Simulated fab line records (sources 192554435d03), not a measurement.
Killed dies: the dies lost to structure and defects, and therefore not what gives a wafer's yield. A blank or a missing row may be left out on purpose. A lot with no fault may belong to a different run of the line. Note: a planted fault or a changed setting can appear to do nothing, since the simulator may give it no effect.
Chamber matching :: flow n5 finfet :: ald sin-01 running N5_BEOL_M0_SAQP_SPACER2_ALD_26: 4 sister chambers
The step deposits SiO2, target thk 15 nm, pulse time 1 s, purge time 2 s. 4 wafers are shown with their chamber, then 7 later ones without.

## WAFERS, EACH WITH ITS CHAMBER
wafer: L079.5
chamber: 2
heater power w (W): 444

wafer: L085.4
chamber: 1
heater power w (W): 420

wafer: L092.2
chamber: 3
heater power w (W): 663

wafer: L092.3
chamber: 0
heater power w (W): 418

## WAFERS WITHOUT THEIR CHAMBER
wafer: L092.6
heater power w (W): 412

wafer: L093.1
heater power w (W): 648

wafer: L093.2
heater power w (W): 416

wafer: L093.6
heater power w (W): 421

wafer: L095.2
heater power w (W): 432

wafer: L095.3
heater power w (W): 422

wafer: L095.5
heater power w (W): 654

## WHICH CHAMBER EACH ONE RAN IN
wafer: L092.6
from the rows above: can't be placed: 0 or 1
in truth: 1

wafer: L093.1
from the rows above: 3
in truth: 3

wafer: L093.2
from the rows above: can't be placed: 0 or 1
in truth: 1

wafer: L093.6
from the rows above: can't be placed: 1 or 0
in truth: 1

wafer: L095.2
from the rows above: can't be placed: 1 or 2 or 0
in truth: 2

wafer: L095.3
from the rows above: can't be placed: 1 or 0
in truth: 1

wafer: L095.5
from the rows above: 3
in truth: 3
Placed correctly: 2 of 7. Unplaceable from these rows: 5, with the true chamber sitting among the candidates in 5. Placed wrongly: 0.
How it was worked out, from the rows above alone: a wafer's distance from a chamber is the root of the sum, over the readings, of the square of ((its reading less the chamber's mean) divided by the reading's scatter). If the next closest chamber is less than 2 further off than the closest, the wafer can't be placed; otherwise it belongs to the closest. Each chamber's mean is taken over the wafers shown for it. The scatter: with one shown wafer a chamber, the root of the mean of the squares of how far each hidden wafer lies from its nearest shown one.
